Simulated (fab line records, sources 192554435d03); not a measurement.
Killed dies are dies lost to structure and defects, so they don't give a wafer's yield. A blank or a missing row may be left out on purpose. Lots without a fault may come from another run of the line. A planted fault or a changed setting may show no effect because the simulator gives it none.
Which tool did it? | flow n5_finfet | 9 lots, 27 wafers sampled, at 6 steps of a route of 1938

WHAT THE GAUGES READ, wafer by wafer
N5_BEOL_M1_CD_MEAS_28: target cd y 23.3 nm. Usual: cd_nm 23.99 nm, standard deviation 0.21.
lot  | measured     | on        | cd_nm (nm)        | flag
L459 | day 6 18:14  | cd_sem-01 | 24.28 24.04 24.06 |
L461 | day 6 23:46  | cd_sem-01 | 23.71 23.84 24.01 |
L464 | day 7 23:33  | cd_sem-01 | 24.08 23.75 23.92 |
L463 | day 7 23:50  | cd_sem-03 | 23.96 23.99 24.10 |
L468 | day 9 08:36  | cd_sem-02 | 24.08 24.10 24.18 |
L476 | day 11 02:34 | cd_sem-02 | 22.56 22.95 22.93 | OFF
L477 | day 11 05:36 | cd_sem-01 | 22.97 22.96 22.78 | OFF
L479 | day 11 16:53 | cd_sem-02 | 23.62 23.65 24.02 |
L480 | day 12 16:46 | cd_sem-03 | 23.80 24.04 24.21 |

N5_BEOL_M1_INSPECT_30: inspects for defects (brightfield). Usual: raw_defect_count 376, standard deviation 74.
lot  | measured     | on                | raw_defect_count | flag
L459 | day 6 18:20  | defect_inspect-02 | 347 320 337      |
L461 | day 6 23:52  | defect_inspect-02 | 310 548 385      |
L464 | day 7 23:38  | defect_inspect-02 | 355 415 351      |
L463 | day 7 23:55  | defect_inspect-02 | 377 376 509      |
L468 | day 9 08:41  | defect_inspect-02 | 490 428 363      |
L476 | day 11 02:39 | defect_inspect-01 | 326 364 279      |
L477 | day 11 05:41 | defect_inspect-02 | 391 550 399      |
L479 | day 11 16:59 | defect_inspect-01 | 366 306 428      |
L480 | day 12 16:52 | defect_inspect-02 | 281 350 247      |

N5_BEOL_M4_RC_MEAS_101. Usual: DIBL_N 36.6 mV/V, standard deviation 1.1; DIBL_P 36.8 mV/V, standard deviation 1.6; IOFF_N 0.169 nA/um, standard deviation 0.024; IOFF_P 0.206 nA/um, standard deviation 0.028; ION_N 679 uA/um, standard deviation 9.2; ION_P 462 uA/um, standard deviation 7; SS_N 71.6 mV/dec, standard deviation 0.57; SS_P 73.3 mV/dec, standard deviation 0.57; VT_N 248.8 mV, standard deviation 2.4; VT_P -251 mV, standard deviation 3.
lot  | measured     | on        | DIBL_N (mV/V)  | DIBL_P (mV/V)  | IOFF_N (nA/um)    | IOFF_P (nA/um)    | ION_N (uA/um) | ION_P (uA/um) | SS_N (mV/dec)  | SS_P (mV/dec)  | VT_N (mV)         | VT_P (mV)      | flag
L459 | day 9 04:16  | prober-02 | 38.0 35.2 36.1 | 36.6 33.2 34.4 | 0.222 0.158 0.171 | 0.228 0.176 0.189 | 689 684 677   | 460 460 462   | 72.8 71.6 71.7 | 73.8 72.5 73.7 | 244.6 246.5 247.0 | -247 -251 -251 |
L461 | day 10 13:31 | prober-02 | 36.5 36.4 37.8 | 39.0 39.1 39.4 | 0.202 0.185 0.219 | 0.228 0.222 0.236 | 691 682 681   | 468 463 461   | 72.6 72.5 72.2 | 74.4 73.7 74.2 | 246.6 250.5 246.0 | -251 -251 -254 |
L464 | day 10 13:47 | prober-01 | 35.9 34.6 35.4 | 35.2 34.0 35.5 | 0.157 0.146 0.165 | 0.194 0.183 0.200 | 667 668 667   | 455 458 457   | 71.5 71.5 72.4 | 74.3 73.1 73.9 | 252.4 249.2 248.4 | -250 -252 -252 |
L463 | day 10 17:35 | prober-01 | 37.4 38.6 37.8 | 38.7 38.5 38.2 | 0.190 0.212 0.190 | 0.251 0.245 0.239 | 677 680 691   | 464 461 466   | 71.4 72.2 71.9 | 73.9 74.0 74.2 | 244.4 247.3 246.7 | -251 -246 -249 |
L468 | day 12 00:11 | prober-01 | 36.8 38.2 36.5 | 36.2 37.8 35.4 | 0.164 0.193 0.152 | 0.212 0.240 0.204 | 688 694 671   | 469 473 458   | 71.3 71.7 71.6 | 73.0 74.0 73.1 | 247.4 246.7 248.8 | -251 -249 -250 |
L476 | day 13 18:54 | prober-02 | 36.7 35.1 36.9 | 35.8 34.5 36.0 | 0.169 0.149 0.172 | 0.236 0.217 0.234 | 681 677 684   | 468 469 468   | 71.6 71.0 72.2 | 72.7 73.1 72.9 | 248.6 249.2 246.8 | -248 -249 -248 |
L477 | day 14 04:37 | prober-02 | 36.3 35.4 35.3 | 37.4 36.6 36.5 | 0.169 0.160 0.150 | 0.221 0.210 0.212 | 673 678 672   | 466 466 466   | 71.8 72.1 72.1 | 73.9 73.6 73.2 | 249.2 249.0 253.6 | -247 -251 -251 |
L479 | day 15 09:16 | prober-02 | 36.8 36.5 36.8 | 37.4 37.5 36.6 | 0.157 0.155 0.149 | 0.196 0.204 0.186 | 682 679 683   | 465 466 461   | 71.2 71.1 71.4 | 73.6 73.1 73.7 | 246.8 249.0 248.1 | -251 -252 -251 |
L480 | day 15 13:02 | prober-02 | 35.9 36.3 37.0 | 36.9 37.3 38.6 | 0.140 0.143 0.157 | 0.171 0.179 0.190 | 673 675 675   | 455 460 461   | 70.7 71.4 71.6 | 72.8 72.9 72.7 | 255.4 252.2 250.8 | -252 -253 -252 |

WHICH TOOL RAN EACH LOT (tool, then ch and the chambers of the sampled wafers, then the start)
lot  | N5_BEOL_M1_DESCUM_16               | N5_BEOL_M1_ETCH_64                 | N5_BEOL_M1_EXPOSE_25
L459 | rie_diel-02 ch 1,2, day 6 17:22    | rie_diel-02 ch 1,2, day 6 17:27    | euv_scanner-01 ch 0, day 6 18:06
L461 | rie_diel-05 ch 1,3, day 6 23:01    | rie_diel-05 ch 1,3, day 6 23:06    | euv_scanner-01 ch 0, day 6 23:37
L464 | rie_diel-02 ch 0,1,2, day 7 22:37  | rie_diel-02 ch 0,1,2, day 7 22:41  | euv_scanner-02 ch 0, day 7 23:24
L463 | rie_diel-05 ch 0,1,3, day 7 22:55  | rie_diel-05 ch 0,1,3, day 7 22:59  | euv_scanner-01 ch 0, day 7 23:41
L468 | rie_diel-06 ch 1,3, day 9 07:51    | rie_diel-06 ch 1,3, day 9 07:56    | euv_scanner-02 ch 0, day 9 08:28
L476 | rie_diel-06 ch 0,3, day 11 01:47   | rie_diel-06 ch 0,3, day 11 01:52   | euv_scanner-02 ch 0, day 11 02:26
L477 | rie_diel-02 ch 0,2,3, day 11 04:51 | rie_diel-02 ch 0,2,3, day 11 04:56 | euv_scanner-02 ch 0, day 11 05:28
L479 | rie_diel-06 ch 0,1,3, day 11 16:01 | rie_diel-06 ch 0,1,3, day 11 16:05 | euv_scanner-01 ch 0, day 11 16:45
L480 | rie_diel-06 ch 1,3, day 12 16:01   | rie_diel-06 ch 1,3, day 12 16:06   | euv_scanner-01 ch 0, day 12 16:37
- N5_BEOL_M1_DESCUM_16: chemistry O2, time 7 s.
- N5_BEOL_M1_ETCH_64: etches SOC in N2/H2, target depth 75 nm, overetch 15 nm, time 112.5 s.
- N5_BEOL_M1_EXPOSE_25: exposes mask V0, defocus 5 nm, target cd 24 nm.

WHAT THE TOOLS THEMSELVES READ (means of the sampled wafers that have a number; where no wafer has one, the mark that the record gives instead)
N5_BEOL_M1_DESCUM_16. Usual: drypump_motor_current_A 5.7 A, standard deviation 0.51; oes_product_au 0.80 a.u., standard deviation 0.07; rf_fwd_power_W 49.46 W, standard deviation 0.2; rf_vpp_V 243.1 V, standard deviation 1.3; showerhead_plenum_p_Torr 2.10 Torr, standard deviation 0.068; temp_c 40.01 C, standard deviation 0.11; throttle_valve_pct 20.31 %, standard deviation 0.18.
lot  | tool        | drypump_motor_current_A (A) | oes_product_au (a.u.) | rf_fwd_power_W (W) | rf_vpp_V (V) | showerhead_plenum_p_Torr (Torr) | temp_c (C) | throttle_valve_pct (%) | flag
L459 | rie_diel-02 | 6.3                         | 0.90                  | 49.41              | 245.1        | 2.21                            | 40.05      | 20.39                  |
L461 | rie_diel-05 | 5.9                         | 0.76                  | 49.46              | 243.0        | 2.13                            | 40.06      | 20.15                  |
L464 | rie_diel-02 | 6.1                         | 0.85                  | 49.43              | 244.5        | 2.16                            | 40.04      | 20.31                  |
L463 | rie_diel-05 | 5.6                         | 0.76                  | 49.34              | 244.8        | 2.16                            | 40.02      | 20.19                  |
L468 | rie_diel-06 | 5.4                         | 0.81                  | 49.57              | 242.8        | 2.03                            | 40.03      | 20.47                  |
L476 | rie_diel-06 | 6.1                         | 0.72                  | 49.50              | 243.0        | 2.05                            | 39.97      | 20.38                  |
L477 | rie_diel-02 | 5.5                         | 0.80                  | 49.51              | 242.2        | 2.09                            | 39.97      | 20.23                  |
L479 | rie_diel-06 | 5.7                         | 0.75                  | 49.46              | 242.2        | 2.04                            | 40.04      | 20.46                  |
L480 | rie_diel-06 | 5.6                         | 0.77                  | 49.39              | 241.9        | 2.02                            | 40.05      | 20.60                  |

N5_BEOL_M1_ETCH_64. Usual: drypump_motor_current_A 5.7 A, standard deviation 0.51; oes_product_au 0.63 a.u., standard deviation 0.051; rf_fwd_power_W 837.1 W, standard deviation 2.6; rf_vpp_V 523.9 V, standard deviation 2.3; showerhead_plenum_p_Torr 2.54 Torr, standard deviation 0.08; temp_c 40.00 C, standard deviation 0.11; throttle_valve_pct 17.66 %, standard deviation 0.18.
lot  | tool        | drypump_motor_current_A (A) | oes_product_au (a.u.) | rf_fwd_power_W (W) | rf_vpp_V (V) | showerhead_plenum_p_Torr (Torr) | temp_c (C) | throttle_valve_pct (%) | flag
L459 | rie_diel-02 | 6.3                         | 0.70                  | 837.1              | 527.8        | 2.67                            | 39.89      | 17.73                  |
L461 | rie_diel-05 | 5.9                         | 0.60                  | 837.0              | 525.4        | 2.57                            | 40.05      | 17.43                  |
L464 | rie_diel-02 | 6.1                         | 0.67                  | 837.2              | 525.1        | 2.62                            | 40.00      | 17.62                  |
L463 | rie_diel-05 | 5.6                         | 0.60                  | 834.8              | 524.9        | 2.62                            | 39.97      | 17.50                  |
L468 | rie_diel-06 | 5.4                         | 0.64                  | 838.7              | 520.9        | 2.46                            | 40.02      | 17.79                  |
L476 | rie_diel-06 | 6.1                         | 0.58                  | 835.5              | 522.2        | 2.49                            | 39.99      | 17.86                  |
L477 | rie_diel-02 | 5.5                         | 0.63                  | 837.4              | 523.6        | 2.53                            | 39.98      | 17.58                  |
L479 | rie_diel-06 | 5.7                         | 0.60                  | 835.8              | 521.8        | 2.47                            | 40.04      | 17.85                  |
L480 | rie_diel-06 | 5.6                         | 0.61                  | 839.2              | 521.6        | 2.44                            | 40.05      | 17.91                  |

N5_BEOL_M1_EXPOSE_25. Usual: exposure_dose_mJ_cm2 63.00, standard deviation 0.066.
lot  | tool           | exposure_dose_mJ_cm2 | flag
L459 | euv_scanner-01 | 63.07                |
L461 | euv_scanner-01 | 63.02                |
L464 | euv_scanner-02 | 63.06                |
L463 | euv_scanner-01 | 63.08                |
L468 | euv_scanner-02 | 62.96                |
L476 | euv_scanner-02 | 59.11                | OFF
L477 | euv_scanner-02 | 59.03                | OFF
L479 | euv_scanner-01 | 63.03                |
L480 | euv_scanner-01 | 63.06                |

THE ANSWER, worked out from the rows above alone
Rule: a lot is off if the mean of its wafers that have a number lies more than 3 standard deviations from the usual mean. A lot without any number at a reading at which 4 lots or more have one is off too. The other lots that the step has rows for count as sound. The gauges are gone through in route order, then the tools' own readings, and for those a lot's mean is taken as printed above. The first step at which some lot is off is used, and at that step the reading that is off furthest; a lot without a number counts as furthest.
Off: L476, L477, at N5_BEOL_M1_CD_MEAS_28 (cd_nm).
A tool fits if, at a process step before that reading, it ran every lot that is off, and no sound lot after the first of them. The gauges at N5_BEOL_M1_CD_MEAS_28 aren't tried: what is off there is off at N5_BEOL_M1_EXPOSE_25 too, on other tools, and a gauge's error can't cause that. One fits: euv_scanner-02 at N5_BEOL_M1_EXPOSE_25. Its last sound lot is L468 (day 9 08:28), its first lot that is off L476 (day 11 02:26): a fault that began between those two fits.
The tool's own readings at N5_BEOL_M1_EXPOSE_25 bear it out: on the lots that are off they differ by more than 5 times the standard deviation of the sound lots' means. exposure_dose_mJ_cm2 reads 59.07 there against 63.04 on the sound lots.

WHAT THE SIMULATOR HAD PUT IN
Process parameter drift: euv_scanner-02, from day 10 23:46 on, at N5_BEOL_M1_EXPOSE_25. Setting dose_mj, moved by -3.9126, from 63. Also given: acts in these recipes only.
Lots struck among those shown: L476, L477. The rule above found the same.
